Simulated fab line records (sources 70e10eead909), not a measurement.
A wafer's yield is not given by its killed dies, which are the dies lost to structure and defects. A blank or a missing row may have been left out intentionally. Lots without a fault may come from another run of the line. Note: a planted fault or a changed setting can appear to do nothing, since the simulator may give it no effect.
Which of the tools did it? + flow nand-harc + 14 lots, 42 wafers sampled, at 5 steps of a route of 1302

== WHAT THE GAUGES SHOWED, per wafer ==
NHARC_A_CONTACT_CD_MEAS_53. Usual: cd-nm 289.7 nm, standard deviation 0.65.
| lot  | measured     | on        | cd-nm (nm)        | flag |
|------|--------------|-----------|-------------------|------|
| L443 | day 22 01:29 | cd-sem-01 | 290.2 291.0 290.3 |      |
| L441 | day 22 02:46 | cd-sem-01 | 290.5 289.6 290.0 |      |
| L442 | day 22 11:47 | cd-sem-03 | 289.0 289.9 289.3 |      |
| L444 | day 22 16:13 | cd-sem-03 | 289.9 290.3 290.1 |      |
| L448 | day 25 01:32 | cd-sem-01 | 289.9 290.4 289.9 |      |
| L453 | day 26 06:49 | cd-sem-03 | 290.2 288.9 289.7 |      |
| L454 | day 26 15:00 | cd-sem-02 | 289.6 289.1 288.9 |      |
| L457 | day 28 00:22 | cd-sem-02 | 289.1 289.1 288.1 |      |
| L458 | day 28 23:19 | cd-sem-01 | 289.5 290.0 289.2 |      |
| L459 | day 29 00:21 | cd-sem-02 | 288.7 289.5 289.5 |      |
| L461 | day 29 17:41 | cd-sem-03 | 289.5 289.9 289.2 |      |
| L463 | day 30 09:25 | cd-sem-03 | 289.6 289.2 290.2 |      |
| L462 | day 30 12:10 | cd-sem-03 | 288.7 288.9 288.7 |      |
| L464 | day 31 02:40 | cd-sem-02 | 289.1 288.9 289.3 |      |

NHARC_END_SORT_01. Usual: killed-at-array 55, standard deviation 19; killed-at-other 0.8, standard deviation 1.1; killed-at-periphery 4.0, standard deviation 2.6; killed-dies 60, standard deviation 20; killed-open 3.4, standard deviation 1.7; killed-short 2.6, standard deviation 1.5.
| lot  | measured     | on        | killed-at-array | killed-at-other | killed-at-periphery | killed-dies | killed-open | killed-short | flag |
|------|--------------|-----------|-----------------|-----------------|---------------------|-------------|-------------|--------------|------|
| L443 | day 24 19:14 | prober-02 | 79 74 77        | 2 0 1           | 3 5 1               | 84 79 79    | 4 2 2       | 0 5 4        |      |
| L441 | day 24 19:12 | prober-01 | 30 34 18        | 0 0 0           | 2 6 6               | 32 40 24    | 4 5 1       | 4 6 2        |      |
| L442 | day 25 14:29 | prober-02 | 46 41 39        | 0 1 0           | 2 5 5               | 48 47 44    | 4 2 5       | 2 1 4        |      |
| L444 | day 25 07:27 | prober-01 | 46 50 59        | 0 1 2           | 4 3 2               | 50 54 63    | 2 4 4       | 1 2 4        |      |
| L448 | day 27 21:37 | prober-02 | 88 80 82        | 0 0 0           | 0 2 10              | 88 82 92    | 2 3 5       | 2 2 2        |      |
| L453 | day 29 03:23 | prober-01 | 675 672 673     | 2 2 1           | 0 3 3               | 677 677 677 | 3 2 3       | 3 3 0        | OFF  |
| L454 | day 29 12:03 | prober-01 | 673 676 673     | 0 1 0           | 4 0 4               | 677 677 677 | 5 3 2       | 3 2 2        | OFF  |
| L457 | day 30 19:56 | prober-02 | 58 62 53        | 5 3 2           | 5 12 7              | 68 77 62    | 4 4 5       | 1 1 1        |      |
| L458 | day 31 21:11 | prober-02 | 77 103 96       | 0 1 0           | 11 9 7              | 88 113 103  | 2 2 2       | 3 4 3        |      |
| L459 | day 31 19:32 | prober-01 | 40 35 51        | 0 1 0           | 3 4 2               | 43 40 53    | 1 3 2       | 1 3 2        |      |
| L461 | day 32 18:13 | prober-01 | 27 27 44        | 0 0 0           | 2 5 3               | 29 32 47    | 1 3 6       | 0 2 4        |      |
| L463 | day 33 05:57 | prober-02 | 66 77 63        | 0 0 0           | 3 0 3               | 69 77 66    | 1 7 2       | 1 4 3        |      |
| L462 | day 33 06:01 | prober-01 | 52 36 56        | 2 2 2           | 3 8 8               | 57 46 66    | 3 2 3       | 2 2 5        |      |
| L464 | day 33 23:45 | prober-02 | 38 31 35        | 0 1 0           | 2 3 3               | 40 35 38    | 1 3 4       | 4 2 2        |      |

== WHICH TOOL RAN EACH LOT (tool, then ch and the chambers of the sampled wafers, then the start) ==
| lot  | NHARC_A_CONTACT_ETCH_116             | NHARC_A_CONTACT_ETCH_121             | NHARC_A_CONTACT_DEP_58          |
|------|--------------------------------------|--------------------------------------|---------------------------------|
| L443 | har-cap-etch-02 ch 0,1, day 21 23:06 | har-cap-etch-02 ch 0,1, day 21 23:57 | pecvd-02 ch 0,1,2, day 22 05:47 |
| L441 | har-cap-etch-03 ch 0,1, day 22 00:22 | har-cap-etch-03 ch 0,1, day 22 01:14 | pecvd-03 ch 1,2, day 22 06:59   |
| L442 | har-cap-etch-02 ch 0,1, day 22 09:25 | har-cap-etch-02 ch 0,1, day 22 10:16 | pecvd-02 ch 0,1,2, day 22 16:08 |
| L444 | har-cap-etch-02 ch 0,1, day 22 13:53 | har-cap-etch-02 ch 0,1, day 22 14:44 | pecvd-02 ch 1,2, day 22 21:21   |
| L448 | har-cap-etch-02 ch 0,1, day 24 23:11 | har-cap-etch-02 ch 0,1, day 25 00:02 | pecvd-02 ch 1,2, day 25 05:50   |
| L453 | har-cap-etch-03 ch 0,1, day 26 04:27 | har-cap-etch-03 ch 0,1, day 26 05:18 | pecvd-03 ch 0,1, day 26 13:53   |
| L454 | har-cap-etch-03 ch 0,1, day 26 12:40 | har-cap-etch-03 ch 0,1, day 26 13:31 | pecvd-01 ch 0,2, day 26 20:50   |
| L457 | har-cap-etch-02 ch 0,1, day 27 21:58 | har-cap-etch-02 ch 0,1, day 27 22:50 | pecvd-01 ch 0,1,2, day 28 04:37 |
| L458 | har-cap-etch-02 ch 0,1, day 28 20:59 | har-cap-etch-02 ch 0,1, day 28 21:49 | pecvd-03 ch 0,1, day 29 04:51   |
| L459 | har-cap-etch-01 ch 0,1, day 28 21:57 | har-cap-etch-01 ch 0,1, day 28 22:49 | pecvd-02 ch 1,2, day 29 09:48   |
| L461 | har-cap-etch-03 ch 0,1, day 29 15:18 | har-cap-etch-03 ch 0,1, day 29 16:10 | pecvd-03 ch 0,2, day 30 01:19   |
| L463 | har-cap-etch-02 ch 0,1, day 30 07:02 | har-cap-etch-02 ch 0,1, day 30 07:54 | pecvd-03 ch 0,2, day 30 13:39   |
| L462 | har-cap-etch-01 ch 0,1, day 30 09:48 | har-cap-etch-01 ch 0,1, day 30 10:39 | pecvd-01 ch 0,1,2, day 30 16:20 |
| L464 | har-cap-etch-03 ch 0,1, day 31 00:17 | har-cap-etch-03 ch 0,1, day 31 01:09 | pecvd-01 ch 0,1, day 31 06:55   |
- NHARC_A_CONTACT_ETCH_116: etches the open film in C4F8/O2/Ar, time 190 s, target depth 1850 nm.
- NHARC_A_CONTACT_ETCH_121: etches the open film in C4F8/O2/Ar, time 190 s, target depth 1850 nm.
- NHARC_A_CONTACT_DEP_58: deposits SiON, target thk 90 nm.

== AS READ BY THE TOOLS THEMSELVES (means over the sampled wafers that have a number; for cases with no such wafer, the mark the record gives instead) ==
NHARC_A_CONTACT_DEP_58. Usual: chamber-pressure-Torr 3.500 Torr, standard deviation 0.0077; heater-power-outer-w 482 W, standard deviation 91; heater-power-w 775 W, standard deviation 120.
| lot  | tool     | chamber-pressure-Torr (Torr) | heater-power-outer-w (W) | heater-power-w (W) | flag |
|------|----------|------------------------------|--------------------------|--------------------|------|
| L443 | pecvd-02 | 3.492                        | 463                      | 812                |      |
| L441 | pecvd-03 | 3.494                        | 476                      | 712                |      |
| L442 | pecvd-02 | 3.495                        | 452                      | 796                |      |
| L444 | pecvd-02 | 3.498                        | 419                      | 736                |      |
| L448 | pecvd-02 | 3.501                        | 486                      | 835                |      |
| L453 | pecvd-03 | -                            | -                        | -                  | OFF  |
| L454 | pecvd-01 | -                            | -                        | -                  | OFF  |
| L457 | pecvd-01 | 3.504                        | 441                      | 702                |      |
| L458 | pecvd-03 | 3.498                        | 549                      | 832                |      |
| L459 | pecvd-02 | 3.503                        | 460                      | 813                |      |
| L461 | pecvd-03 | 3.498                        | 625                      | 917                |      |
| L463 | pecvd-03 | 3.496                        | 620                      | 927                |      |
| L462 | pecvd-01 | 3.504                        | 435                      | 682                |      |
| L464 | pecvd-01 | 3.497                        | 454                      | 715                |      |

== THE ANSWER, worked out from the rows above alone ==
Rule: lot off if the mean of its wafers having a number is beyond 3 standard deviations from the usual mean. A lot without any number at a reading at which 4 lots or more have one is off too. All remaining lots with rows at the step are treated as sound. First the gauges in route order, then the tools' own readings, where a lot's mean is used as printed above. The first step at which some lot is off is used, and at that step the reading that is off furthest; a lot without a number counts as furthest.
Off: L453, L454 (NHARC_END_SORT_01, killed-at-array).
A tool fits if, at a process step before that reading, it ran every lot that is off, and no sound lot after the first of them. The gauges at NHARC_END_SORT_01 aren't tried: what is off there is off at NHARC_A_CONTACT_DEP_58 too, on other tools, and a gauge's error can't cause that. No candidate that was tried fits.

== WHAT WAS PUT IN BY THE SIMULATOR ==
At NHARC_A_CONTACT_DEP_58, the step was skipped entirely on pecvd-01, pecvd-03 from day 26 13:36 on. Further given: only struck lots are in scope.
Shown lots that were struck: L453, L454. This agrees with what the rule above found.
